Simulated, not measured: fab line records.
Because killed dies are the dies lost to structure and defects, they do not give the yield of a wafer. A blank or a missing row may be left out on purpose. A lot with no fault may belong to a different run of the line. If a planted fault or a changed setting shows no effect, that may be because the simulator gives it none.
fab line records | flow nandHarc
record lots=13 | wafers=39 | lastDay=33
route steps=1302 shown P_M2@335 P_BONDPAD@352 END@1302
lots that met no fault: taken from a fault-free run of the same line
startH: the number of hours between the record's first day and the start of the first shown wafer of the lot | waitH: hours elapsed since this lot's preceding step | " identical to the entry in the row above | L1.1+2: a row that stands for several wafers | - value missing, or start not given | * or withheld: withheld | < > ~ a bound
route shown NAME@n: names a module that has steps shown in the file, with the first one's number in the route | usual: average and standard deviation across the fault-free wafers | same: alike in all rows | chamber/n: place in a boat | sites: per-site readings | _std_site: the values' standard deviation | _edge_site: the outer-site mean with the inner-site mean subtracted | radiusMm: how far each site lies from the wafer's centre | mask NAME#n: copy n | behind: the tool/chamber that last shaped the wafer | hold: cause of the lot's hold/its duration in hours/its outcome | device: which transistor (n, p or np) failed to switch | end of line: tests run on the same wafers once the route is complete | a step without rows: its recipe alone | killed: dies that structure and defects cost at the first sort, which is not the same as the wafer's yield | map: shows each die of a wafer: x if killed, . if not, _ if none is there
set.NAME: the setting the step ran with; set.NAME@STEP: the setting that earlier step ran with | model.NAME: the simulator's own value behind a step, which no gauge read
route steps across a sampled set of lots; one table per step, one row per wafer
services: a tool's chamber out of use, with start hour (startH, from the record's first day; less than 0 if before it), hours out, and reason
## steps
# step NHARC_P_M2_STRIP_18
# recipe powerW=1000 | n2FlowSccm=150 | h2FlowSccm=150 | arFlowSccm=0 | biasW=0 | chemistry=N2/H2
# usual drypumpMotorCurrentA=5.9/0.52 | oesProductAu=1.000/0.013 | rfFwdPowerW=997.3/2.9 | rfVppV=90.9/0.94 | showerheadPlenumPTorr=2.07/0.072 | throttleValvePct=14.171/0.009
lot.wafer | tool       | chamber | startH | waitH | drypumpMotorCurrentA | oesProductAu | rfFwdPowerW | rfHoursCounterH | rfVppV | showerheadPlenumPTorr | throttleValvePct
L469.3    | rieDiel-03 | 2       | 125.99 | 0.1   | 6.3                  | 1.012        | 993.1       | 0.4             | 89.6   | 1.99                  | 14.154
L469.1    | "          | 3       | "      | "     | 6.7                  | 1.004        | 993.5       | 0.5             | 91.8   | 2.14                  | 14.171
L469.5    | "          | 2       | "      | "     | 6.3                  | 1.020        | 1001.9      | -               | 90.0   | 1.99                  | 14.162
L470.2    | rieDiel-09 | 1       | 140.69 | 0.1   | 5.8                  | 0.989        | 998.8       | 8.2             | 91.3   | 2.13                  | 14.171
L470.4    | "          | 2       | "      | "     | 6.1                  | 0.994        | 996.8       | 8.1             | 90.7   | 2.11                  | 14.162
L470.3    | "          | 3       | "      | "     | 6.1                  | 1.005        | 998.8       | 7.7             | 92.8   | 2.12                  | 14.179
L472.2    | rieDiel-09 | 2       | 162.31 | 0.1   | 6.1                  | 1.000        | 996.5       | 0.3             | 91.4   | 2.11                  | 14.194
L472.5    | "          | 2       | "      | "     | 6.1                  | 1.006        | 993.5       | -               | 90.2   | 2.11                  | 14.173
L472.6    | "          | 3       | "      | "     | 6.1                  | 1.029        | 996.9       | -               | 91.4   | 2.12                  | 14.187
L473.1    | rieDiel-05 | 2       | 169.99 | 0.1   | 5.7                  | 0.996        | 1000.5      | 3.4             | 91.2   | 2.01                  | 14.180
L473.3    | "          | 3       | "      | "     | 5.3                  | 0.989        | 998.8       | 3.4             | 91.4   | 2.03                  | 14.177
L473.2    | "          | 0       | "      | "     | 5.5                  | 1.001        | 993.0       | 4.3             | 89.4   | 1.95                  | 14.179
L475.1    | rieDiel-05 | 0       | 185.94 | 0.1   | 5.5                  | 0.992        | 998.7       | 4.8             | 90.5   | 1.95                  | 14.169
L475.4    | "          | 2       | "      | "     | 5.7                  | 1.008        | 1000.8      | 3.8             | 91.0   | 2.01                  | 14.173
L475.6    | "          | 1       | "      | "     | 6.3                  | 0.991        | 1002.1      | -               | 91.9   | 2.06                  | 14.170
L477.3    | rieDiel-03 | 3       | 206.48 | 0.1   | 6.7                  | 1.021        | 995.4       | 2.4             | 92.5   | 2.14                  | 14.165
L477.2    | "          | 1       | "      | "     | 5.0                  | 1.022        | 996.0       | 3.2             | 91.2   | 2.21                  | 14.152
L477.6    | "          | 0       | "      | "     | 4.8                  | 1.014        | 1000.0      | -               | 91.4   | 2.13                  | 14.174
L479.2    | rieDiel-03 | 3       | 232.60 | 0.1   | 6.7                  | 1.018        | 1000.1      | 5.6             | 91.3   | 2.14                  | 14.168
L479.1    | "          | 0       | "      | "     | 4.8                  | 1.009        | 997.5       | 6.1             | 90.7   | 2.13                  | 14.168
L479.4    | "          | 1       | "      | "     | 5.0                  | 1.005        | 999.8       | 6.1             | 92.7   | 2.21                  | 14.160
L480.2    | rieDiel-09 | 1       | 238.84 | 0.1   | 5.8                  | 0.985        | 1001.8      | 4.4             | 92.0   | 2.12                  | 14.174
L480.1    | "          | 0       | "      | "     | 6.2                  | 1.003        | 998.3       | 3.2             | 91.3   | 1.99                  | 14.169
L480.6    | "          | 1       | "      | "     | 5.8                  | 0.985        | 991.6       | -               | 91.2   | 2.12                  | 14.186
L482.3    | rieDiel-09 | 3       | 275.44 | 0.1   | 6.1                  | 1.024        | 998.8       | 5.3             | 90.3   | 2.12                  | 14.167
L482.5    | "          | 1       | "      | "     | 5.8                  | 0.990        | 999.7       | -               | 91.2   | 2.12                  | 14.164
L482.6    | "          | 2       | "      | "     | 6.1                  | 0.989        | 996.5       | -               | 92.8   | 2.11                  | 14.164
L483.2    | rieDiel-05 | 1       | 277.96 | 0.1   | 6.3                  | 0.999        | 999.6       | 1.8             | 91.1   | 2.06                  | 14.162
L483.1    | "          | 2       | "      | "     | 5.7                  | 1.000        | 997.7       | 2.3             | 90.6   | 2.01                  | 14.168
L483.3    | "          | 3       | "      | "     | 5.3                  | 0.982        | 995.2       | 1.9             | 90.4   | 2.02                  | 14.179
L490.1    | rieDiel-09 | 0       | 341.55 | 0.1   | 6.2                  | 0.991        | 994.5       | 0.4             | 89.4   | 1.99                  | 14.173
L490.2    | "          | 1       | "      | "     | 5.8                  | 0.974        | 998.9       | 0.6             | 91.7   | 2.12                  | 14.175
L490.3    | "          | 2       | "      | "     | 6.0                  | 0.992        | 994.5       | 0.5             | 89.6   | 2.10                  | 14.183
L491.3    | rieDiel-03 | 2       | 349.04 | 0.1   | 6.3                  | 1.011        | 995.4       | 2.7             | 92.0   | 1.98                  | 14.147
L491.4    | "          | 1       | "      | "     | 5.0                  | 0.997        | 995.6       | 2.2             | 91.1   | 2.20                  | 14.184
L491.6    | "          | 2       | "      | "     | 6.3                  | 1.005        | 995.7       | -               | 90.5   | 1.99                  | 14.162
L492.1    | rieDiel-03 | 3       | 361.27 | 0.1   | 6.7                  | 0.998        | 995.5       | 3.9             | 90.9   | 2.14                  | 14.181
L492.4    | "          | 0       | "      | "     | 4.8                  | 0.979        | 991.6       | 3.3             | 92.5   | 2.13                  | 14.172
L492.5    | "          | 0       | "      | "     | 4.8                  | 0.976        | 998.8       | -               | 92.2   | 2.13                  | 14.171
# step NHARC_P_M2_CMP_23
# recipe tOverpolishS=20 | targetThkNm=144.3
# usual motorCurrentA=12.7/1.8 | slurryFlowMlMin=150.0/0.52 | timeToEndpointS=27/3.6
lot.wafer | tool   | chamber | startH | waitH | motorCurrentA | slurryFlowMlMin | timeToEndpointS
L469.1    | cmp-02 | 3       | 127.69 | -     | 10.5          | 149.7           | 28
L469.3    | "      | 1       | "      | "     | 11.9          | 149.4           | 28
L469.5    | "      | 3       | "      | "     | 10.8          | 149.9           | 28
L470.3    | cmp-04 | 3       | 142.40 | -     | 11.5          | 149.8           | 26
L470.4    | "      | 0       | "      | "     | 10.1          | 150.4           | 24
L470.2    | "      | 2       | "      | "     | 12.7          | 150.4           | 33
L472.2    | cmp-04 | 3       | 164.15 | -     | 11.5          | 150.2           | 25
L472.5    | "      | 1       | "      | "     | 16.1          | 149.8           | 28
L472.6    | "      | 2       | "      | "     | 12.8          | 150.0           | 32
L473.1    | cmp-04 | 1       | 171.75 | -     | 15.2          | 149.7           | 29
L473.2    | "      | 2       | "      | "     | 13.1          | 149.8           | 30
L473.3    | "      | 3       | "      | "     | 11.7          | 150.0           | 22
L475.1    | cmp-02 | 1       | 187.67 | -     | 12.0          | 151.1           | 33
L475.4    | "      | 0       | "      | "     | 15.2          | 149.4           | 29
L475.6    | "      | 2       | "      | "     | 10.8          | 150.8           | 33
L477.3    | cmp-03 | 2       | 208.36 | -     | 12.3          | 149.6           | 26
L477.2    | "      | 1       | "      | "     | 13.2          | 149.6           | 27
L477.6    | "      | 3       | "      | "     | 12.7          | 150.2           | 23
L479.1    | cmp-04 | 0       | 234.29 | -     | 10.6          | 150.1           | 25
L479.2    | "      | 2       | "      | "     | 13.4          | 150.8           | 33
L479.4    | "      | 3       | "      | "     | 13.0          | 150.6           | 25
L480.1    | cmp-03 | 3       | 240.61 | -     | 12.6          | 150.5           | 24
L480.2    | "      | 0       | "      | "     | 12.0          | 149.7           | 29
L480.6    | "      | 2       | "      | "     | 13.1          | 149.8           | 31
L482.3    | cmp-04 | 2       | 277.16 | -     | 12.6          | 149.8           | 28
L482.5    | "      | 0       | "      | "     | 9.8           | 149.2           | 21
L482.6    | "      | 1       | "      | "     | 16.2          | 149.8           | 23
L483.2    | cmp-04 | 2       | 279.71 | -     | 12.5          | 149.9           | 30
L483.3    | "      | 3       | "      | "     | 12.6          | 149.7           | 25
L483.1    | "      | 0       | "      | "     | 10.0          | 149.6           | 21
L490.2    | cmp-03 | 1       | 343.29 | -     | 12.0          | 149.9           | 28
L490.3    | "      | 2       | "      | "     | 12.3          | 149.9           | 32
L490.1    | "      | 0       | "      | "     | 11.9          | 150.7           | 31
L491.3    | cmp-04 | 2       | 350.80 | -     | 13.1          | 149.7           | 36
L491.4    | "      | 3       | "      | "     | 12.0          | 151.1           | 27
L491.6    | "      | 1       | "      | "     | 16.5          | 150.0           | 29
L492.4    | cmp-03 | 2       | 362.99 | -     | 12.7          | 150.3           | 29
L492.1    | "      | 0       | "      | "     | 12.6          | 149.5           | 26
L492.5    | "      | 3       | "      | "     | 12.7          | 149.3           | 27
# step NHARC_P_BONDPAD_CMP_32
# recipe targetThkNm=200 | material=SiCN
# usual motorCurrentA=12.1/1.1 | slurryFlowMlMin=150.1/0.45
lot.wafer | tool   | chamber | startH | waitH | motorCurrentA | slurryFlowMlMin
L469.1    | cmp-01 | 0       | 129.27 | 0.5   | 12.7          | 150.3
L469.3    | "      | 3       | "      | "     | 13.2          | 150.1
L469.5    | "      | 0       | "      | "     | 12.1          | 150.6
L470.3    | cmp-02 | 3       | 143.84 | -     | 10.7          | 149.6
L470.4    | "      | 0       | "      | "     | 15.4          | 150.6
L470.2    | "      | 1       | "      | "     | 11.5          | 150.7
L472.2    | cmp-01 | 3       | 165.56 | -     | 12.6          | 149.5
L472.5    | "      | 2       | "      | "     | 11.6          | 150.7
L472.6    | "      | 3       | "      | "     | 12.7          | 149.7
L473.1    | cmp-02 | 2       | 173.38 | -     | 11.2          | 149.9
L473.2    | "      | 3       | "      | "     | 10.7          | 148.8
L473.3    | "      | 0       | "      | "     | 14.7          | 149.7
L475.1    | cmp-02 | 3       | 189.16 | -     | 10.5          | 150.1
L475.4    | "      | 2       | "      | "     | 11.1          | 149.9
L475.6    | "      | 3       | "      | "     | 10.8          | 150.0
L477.3    | cmp-01 | 3       | 209.78 | -     | 13.0          | 149.9
L477.2    | "      | 0       | "      | "     | 12.0          | 149.5
L477.6    | "      | 0       | "      | "     | 11.7          | 149.9
L479.2    | cmp-03 | 0       | 235.77 | -     | 12.4          | 150.1
L479.4    | "      | 1       | "      | "     | 12.5          | 149.7
L479.1    | "      | 2       | "      | "     | 12.5          | 150.1
L480.1    | cmp-01 | 2       | 241.99 | -     | 11.4          | 150.0
L480.2    | "      | 0       | "      | "     | 12.3          | 150.2
L480.6    | "      | 3       | "      | "     | 13.4          | 149.9
L482.3    | cmp-02 | 1       | 278.57 | -     | 11.1          | 150.7
L482.6    | "      | 3       | "      | "     | 10.7          | 150.1
L482.5    | "      | 0       | "      | "     | 14.5          | 149.8
L483.1    | cmp-01 | 3       | 281.12 | -     | 12.8          | 150.0
L483.2    | "      | 0       | "      | "     | 12.0          | 150.5
L483.3    | "      | 1       | "      | "     | 11.3          | 149.9
L490.2    | cmp-02 | 2       | 344.73 | -     | 11.0          | 149.7
L490.1    | "      | 0       | "      | "     | 14.1          | 150.1
L490.3    | "      | 1       | "      | "     | 11.8          | 149.5
L491.3    | cmp-02 | 0       | 352.24 | -     | 13.9          | 150.6
L491.4    | "      | 1       | "      | "     | 11.3          | 149.8
L491.6    | "      | 0       | "      | "     | 14.9          | 151.2
L492.1    | cmp-01 | 1       | 364.43 | -     | 11.0          | 150.3
L492.4    | "      | 2       | "      | "     | 12.0          | 150.3
L492.5    | "      | 2       | "      | "     | 12.7          | 150.2
# step NHARC_P_BONDPAD_SOFTBAKE_04
# recipe tempC=125 | timeS=70
# usual heaterPowerTotalW=201.0/1.3
lot.wafer | tool          | chamber | startH | waitH | heaterPowerTotalW
L469.1    | lithoTrack-07 | 0       | 129    | -     | 199.2
L469.3    | "             | 0       | "      | "     | 202.3
L469.5    | "             | 0       | "      | "     | 198.9
L470.2    | lithoTrack-03 | 0       | 144    | -     | 199.1
L470.3    | "             | 0       | "      | "     | 202.6
L470.4    | "             | 0       | "      | "     | 202.6
L472.2    | lithoTrack-07 | 0       | 165    | -     | 200.3
L472.5    | "             | 0       | "      | "     | 202.6
L472.6    | "             | 0       | "      | "     | 202.7
L473.1    | lithoTrack-03 | 0       | 173    | -     | 200.8
L473.2    | "             | 0       | "      | "     | 202.7
L473.3    | "             | 0       | "      | "     | 200.6
L475.1    | lithoTrack-02 | 0       | 189    | -     | 199.1
L475.4    | "             | 0       | "      | "     | 199.5
L475.6    | "             | 0       | "      | "     | 201.3
L477.2    | lithoTrack-03 | 0       | 210    | -     | 199.4
L477.3    | "             | 0       | "      | "     | 199.9
L477.6    | "             | 0       | "      | "     | 202.7
L479.1    | lithoTrack-02 | 0       | 236    | -     | 199.7
L479.2    | "             | 0       | "      | "     | 198.9
L479.4    | "             | 0       | "      | "     | 200.6
L480.1    | lithoTrack-02 | 0       | 242    | -     | 201.6
L480.2    | "             | 0       | "      | "     | 199.5
L480.6    | "             | 0       | "      | "     | 201.2
L482.3    | lithoTrack-02 | 0       | 278    | -     | 207.6
L482.5    | "             | 0       | "      | "     | 208.3
L482.6    | "             | 0       | "      | "     | 209.3
L483.1    | lithoTrack-02 | 0       | 281    | -     | 208.4
L483.2    | "             | 0       | "      | "     | 209.3
L483.3    | "             | 0       | "      | "     | 206.5
L490.1    | lithoTrack-07 | 0       | 345    | -     | 202.0
L490.2    | "             | 0       | "      | "     | 199.7
L490.3    | "             | 0       | "      | "     | 200.2
L491.3    | lithoTrack-03 | 0       | 352    | -     | 201.5
L491.4    | "             | 0       | "      | "     | 202.6
L491.6    | "             | 0       | "      | "     | 202.6
L492.1    | lithoTrack-02 | 0       | 364    | -     | 198.9
L492.4    | "             | 0       | "      | "     | 200.8
L492.5    | "             | 0       | "      | "     | 201.9
# step NHARC_END_SORT_01
# recipe tempC=25
# usual defectLimitedYield=91/3 | killedAtArray=56/20 | killedAtOther=0.9/1.1 | killedAtPeriphery=3.7/3 | killedDies=61/21 | killedOpen=2.9/1.6 | killedShort=2.6/1.4
# same grossDies=677
lot.wafer | tool      | chamber | startH | waitH | defectLimitedYield[%] | killedAtArray | killedAtOther | killedAtPeriphery | killedDies | killedOpen | killedShort
L470.2    | prober-02 | 0       | 574.35 | 2.8   | 96                    | 26            | 0             | 4                 | 30         | 1          | 3
L470.3    | prober-02 | 0       | 575.15 | 3.1   | 94                    | 32            | 2             | 9                 | 43         | 3          | 3
L470.4    | prober-02 | 0       | 575.95 | 3.4   | 94                    | 35            | 1             | 6                 | 42         | 5          | 2
L472.2    | prober-02 | 0       | 597.06 | 2.8   | 92                    | 50            | 1             | 3                 | 54         | 4          | 2
L472.5    | prober-02 | 0       | 599.43 | 3.7   | 94                    | 33            | 4             | 2                 | 39         | 3          | 3
L472.6    | prober-02 | 0       | 600.22 | 4.0   | 92                    | 45            | 2             | 4                 | 51         | 1          | 2
L480.1    | prober-01 | 0       | 669.60 | 2.5   | 86                    | 82            | 1             | 11                | 94         | 3          | 2
L480.2    | prober-01 | 0       | 670.40 | 2.8   | 88                    | 65            | 2             | 13                | 80         | 3          | 5
L480.6    | prober-01 | 0       | 673.60 | 4.0   | 85                    | 92            | 1             | 8                 | 101        | 3          | 2
L483.1    | prober-01 | 0       | 694.36 | 2.6   | 87                    | 75            | 0             | 10                | 85         | 7          | 4
L483.2    | prober-01 | 0       | 695.16 | 2.8   | 90                    | 59            | 1             | 8                 | 68         | 2          | 3
L483.3    | prober-01 | 0       | 695.96 | 3.1   | 91                    | 58            | 0             | 6                 | 64         | 0          | 2
L482.3    | prober-02 | 0       | 710.22 | 3.1   | 92                    | 50            | 0             | 2                 | 52         | 1          | 3
L482.5    | prober-02 | 0       | 711.81 | 3.7   | 92                    | 52            | 0             | 2                 | 54         | 5          | 2
L482.6    | prober-02 | 0       | 712.60 | 4.0   | 92                    | 54            | 1             | 0                 | 55         | 2          | 7
# killed by level:class
L470.2 A_CHANNEL_HOLE_D2:chamberFilmFlake=8 A_SGD_CUT:chamberFilmFlake=4 A_STAIRCASE:chamberFilmFlake=3 A_CONTACT:chamberFilmFlake=3 A_ZERO_WELL:chamberFilmFlake=2 A_CHANNEL_HOLE_D1:chamberFilmFlake=2 P_CONTACT:geometricParticle:short=1 A_SOURCE_PLATE:geometricParticle:open=1
L470.3 A_STAIRCASE:chamberFilmFlake=9 A_CHANNEL_HOLE_D2:chamberFilmFlake=8 P_ZERO_WELL:chamberFilmFlake=3 A_SGD_CUT:chamberFilmFlake=3 P_M1:chamberFilmFlake=2 P_BONDPAD:chamberFilmFlake=2 A_CHANNEL_HOLE_D1:chamberFilmFlake=2 A_CHANNEL_FILL_D1:chamberFilmFlake=2
L470.4 A_CHANNEL_HOLE_D2:chamberFilmFlake=10 A_STAIRCASE:chamberFilmFlake=10 A_WL_FILL:chamberFilmFlake=4 P_ZERO_WELL:chamberFilmFlake=2 A_CHANNEL_HOLE_D1:chamberFilmFlake=2 P_M0:geometricParticle:open=1 P_M1:geometricParticle:open=1 A_SOURCE_PLATE:geometricParticle:open=1
L472.2 A_CHANNEL_HOLE_D1:chamberFilmFlake=31 A_CHANNEL_HOLE_D2:chamberFilmFlake=10 P_M2:chamberFilmFlake=2 A_CHANNEL_HOLE_D1:geometricParticle:short=1 A_CHANNEL_HOLE_D1:geometricParticle:open=1 A_CHANNEL_FILL_D1:geometricParticle:open=1 A_ONON_D2:geometricParticle:open=1 A_ONON_D2:geometricParticle:short=1
L472.5 A_CHANNEL_HOLE_D1:chamberFilmFlake=17 A_CHANNEL_HOLE_D2:chamberFilmFlake=5 THIN_TSV:chamberFilmFlake=4 A_CONTACT:chamberFilmFlake=3 A_DECK1_JOINT:geometricParticle:short=1 A_DECK1_JOINT:geometricParticle:open=1 A_ONON_D2:geometricParticle:open=1 A_ONON_D2:geometricParticle:short=1
L472.6 A_CHANNEL_HOLE_D1:chamberFilmFlake=31 A_CHANNEL_HOLE_D2:chamberFilmFlake=7 A_M1:chamberFilmFlake=3 A_CONTACT:chamberFilmFlake=2 THIN_TSV:chamberFilmFlake=2 P_STI:geometricParticle:short=1 P_CONTACT:geometricParticle:short=1 A_ONON_D1:geometricParticle:open=1
L480.1 A_CHANNEL_HOLE_D1:chamberFilmFlake=31 A_SLIT:chamberFilmFlake=28 A_CHANNEL_HOLE_D2:chamberFilmFlake=10 P_STI:chamberFilmFlake=4 P_GATE:chamberFilmFlake=4 A_CHANNEL_FILL_D1:geometricParticle:short=2 P_M0:chamberFilmFlake=2 A_DECK1_JOINT:chamberFilmFlake=2
L480.2 A_SLIT:chamberFilmFlake=25 A_CHANNEL_HOLE_D1:chamberFilmFlake=16 A_CHANNEL_HOLE_D2:chamberFilmFlake=10 P_GATE:chamberFilmFlake=5 P_M0:chamberFilmFlake=4 A_BONDPAD:chamberFilmFlake=4 P_STI:chamberFilmFlake=3 A_CHANNEL_HOLE_D1:geometricParticle:short=2
L480.6 A_CHANNEL_HOLE_D1:chamberFilmFlake=36 A_SLIT:chamberFilmFlake=32 A_CHANNEL_HOLE_D2:chamberFilmFlake=13 P_M0:chamberFilmFlake=5 A_CONTACT:chamberFilmFlake=4 P_STI:chamberFilmFlake=2 A_WL_FILL:chamberFilmFlake=2 A_CHANNEL_HOLE_D1:geometricParticle:open=1
L483.1 A_SLIT:chamberFilmFlake=33 A_CHANNEL_HOLE_D1:chamberFilmFlake=27 P_GATE:chamberFilmFlake=6 A_ONON_D2:geometricParticle:open=3 A_CHANNEL_HOLE_D2:chamberFilmFlake=3 A_ONON_D2:geometricParticle:short=2 P_M0:geometricParticle:open=1 P_M2:geometricParticle:open=1
L483.2 A_SLIT:chamberFilmFlake=27 A_CHANNEL_HOLE_D1:chamberFilmFlake=17 A_CONTACT:chamberFilmFlake=7 A_WL_FILL:chamberFilmFlake=4 P_STI:chamberFilmFlake=3 P_GATE:chamberFilmFlake=3 A_ONON_D2:geometricParticle:short=2 P_GATE:geometricParticle:open=1
L483.3 A_SLIT:chamberFilmFlake=26 A_CHANNEL_HOLE_D1:chamberFilmFlake=19 A_CONTACT:chamberFilmFlake=6 P_GATE:chamberFilmFlake=4 A_WL_FILL:chamberFilmFlake=2 A_DECK1_JOINT:geometricParticle:short=1 A_ONON_D2:geometricParticle:short=1 P_ZERO_WELL:chamberFilmFlake=1
L482.3 A_CHANNEL_HOLE_D2:chamberFilmFlake=22 A_CHANNEL_HOLE_D1:chamberFilmFlake=8 A_CONTACT:chamberFilmFlake=8 A_BLC:chamberFilmFlake=3 A_ZERO_WELL:chamberFilmFlake=2 A_STAIRCASE:chamberFilmFlake=2 A_SLIT:chamberFilmFlake=2 P_M0:geometricParticle:short=1
L482.5 A_CHANNEL_HOLE_D2:chamberFilmFlake=16 A_CONTACT:chamberFilmFlake=13 A_CHANNEL_HOLE_D1:chamberFilmFlake=8 A_BLC:chamberFilmFlake=4 A_SLIT:chamberFilmFlake=3 A_ONON_D1:geometricParticle:open=2 A_STAIRCASE:chamberFilmFlake=2 P_STI:geometricParticle:open=1
L482.6 A_CHANNEL_HOLE_D2:chamberFilmFlake=21 A_CONTACT:chamberFilmFlake=7 A_CHANNEL_HOLE_D1:chamberFilmFlake=6 A_SLIT:chamberFilmFlake=5 A_DECK1_JOINT:chamberFilmFlake=2 A_STAIRCASE:chamberFilmFlake=2 A_SOURCE_PLATE:geometricParticle:short=1 A_ONON_D1:geometricParticle:short=1
## services
tool          | chamber | startH | hours | kind
rieDiel-03    | -       | 104.97 | 9.0   | pm
cmp-04        | -       | 111.00 | 4.0   | pm
cmp-01        | -       | 122.82 | 1.1   | repair
cmp-02        | -       | 134.74 | 4.0   | pm
rieDiel-09    | -       | 143.15 | 9.0   | pm
rieDiel-03    | 1       | 146.73 | 4.7   | repair
rieDiel-03    | 3       | 153.09 | 8.0   | repair
rieDiel-09    | 1       | 161.59 | 4.5   | repair
cmp-01        | -       | 185.50 | 4.0   | pm
cmp-04        | -       | 206.27 | 2.0   | repair
lithoTrack-02 | -       | 227.00 | 7.0   | pm
cmp-01        | -       | 228.26 | 3.5   | repair
cmp-02        | -       | 232.74 | 4.0   | pm
cmp-04        | -       | 267.03 | 0.7   | repair
cmp-01        | -       | 269.41 | 2.0   | repair
cmp-01        | -       | 275.09 | 4.0   | repair
cmp-01        | -       | 283.50 | 4.0   | pm
cmp-04        | -       | 307.07 | 4.0   | pm
cmp-02        | -       | 312.37 | 0.9   | repair
cmp-01        | -       | 320.28 | 0.6   | repair
cmp-02        | -       | 330.74 | 4.0   | pm
cmp-02        | -       | 345.13 | 4.5   | repair
cmp-01        | -       | 351.19 | 3.0   | repair
cmp-04        | -       | 363.65 | 1.4   | repair
## key
firstSign step=NHARC_P_BONDPAD_SOFTBAKE_04 | reading=heaterPowerTotalW | direction=up | sigmas=5.6 | usual=* | struck=*
effect none on later readings
metAt NHARC_P_BONDPAD_SOFTBAKE_04
struckLots L482,L483
notActingAt NHARC_P_M2_STRIP_18,NHARC_P_M2_CMP_23,NHARC_P_BONDPAD_CMP_32
onsetBetween 242 278
fault kind=processParameterDrift | tool=lithoTrack-02 | chamber=- | onsetH=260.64 | steps=NHARC_P_BONDPAD_SOFTBAKE_04 | channel=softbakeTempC | offset=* | shape=step | endH=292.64 | actsIn=* | stated=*
